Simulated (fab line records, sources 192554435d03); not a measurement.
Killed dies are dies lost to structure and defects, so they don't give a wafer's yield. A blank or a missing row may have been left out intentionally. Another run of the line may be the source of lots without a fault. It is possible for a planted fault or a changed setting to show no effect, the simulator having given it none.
Matching of chambers | flow n5 finfet | N5_PMOS_HMC_CHANNEL_EPI_ETCH_32 on rie diel-02: 4 sister chambers
The step etches BARC in N2/H2, stops on SiO2, target depth 85.8 nm, time 50.3 s. 8 wafers are shown with their chamber, then 7 later ones without.

WAFERS WITH THEIR CHAMBER
wafer  | chamber | showerhead plenum p Torr (Torr) | oes product au (a.u.)
L105.6 | 0       | 2.57                            | 0.66
L109.3 | 2       | 2.54                            | 0.62
L109.4 | 0       | 2.57                            | 0.66
L110.1 | 1       | 2.66                            | 0.64
L110.3 | 3       | 2.47                            | 0.72
L110.4 | 2       | 2.54                            | 0.63
L112.4 | 1       | 2.65                            | 0.64
L112.5 | 3       | 2.47                            | 0.72

WAFERS WITHOUT THEIR CHAMBER
wafer  | showerhead plenum p Torr (Torr) | oes product au (a.u.)
L112.6 | 2.54                            | 0.63
L116.1 | 2.53                            | 0.62
L116.2 | 2.65                            | 0.62
L116.6 | 2.47                            | 0.70
L127.2 | 2.55                            | 0.63
L127.3 | 2.46                            | 0.69
L127.5 | 2.64                            | 0.62

WHICH CHAMBER EACH ONE RAN IN
wafer  | from the rows above | in truth
L112.6 | 2                   | 2
L116.1 | 2                   | 2
L116.2 | 1                   | 1
L116.6 | 3                   | 3
L127.2 | 2                   | 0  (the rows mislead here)
L127.3 | 3                   | 3
L127.5 | 1                   | 1
Correct placement for 6 of the 7. Can't be placed from these rows: 0. 1 placed wrongly.
How it was worked out, from the rows above alone: a wafer's distance from a chamber is the root of the sum, over the readings, of the square of ((its reading less the chamber's mean) divided by the reading's scatter). The wafer belongs to the nearest chamber; if the next one is less than 2 further off, it can't be placed. A chamber's mean is the mean of its shown wafers. The scatter is the square root of a quotient: the sum, over the shown wafers, of each reading's squared deviation from its chamber's mean, divided by wafers minus chambers.
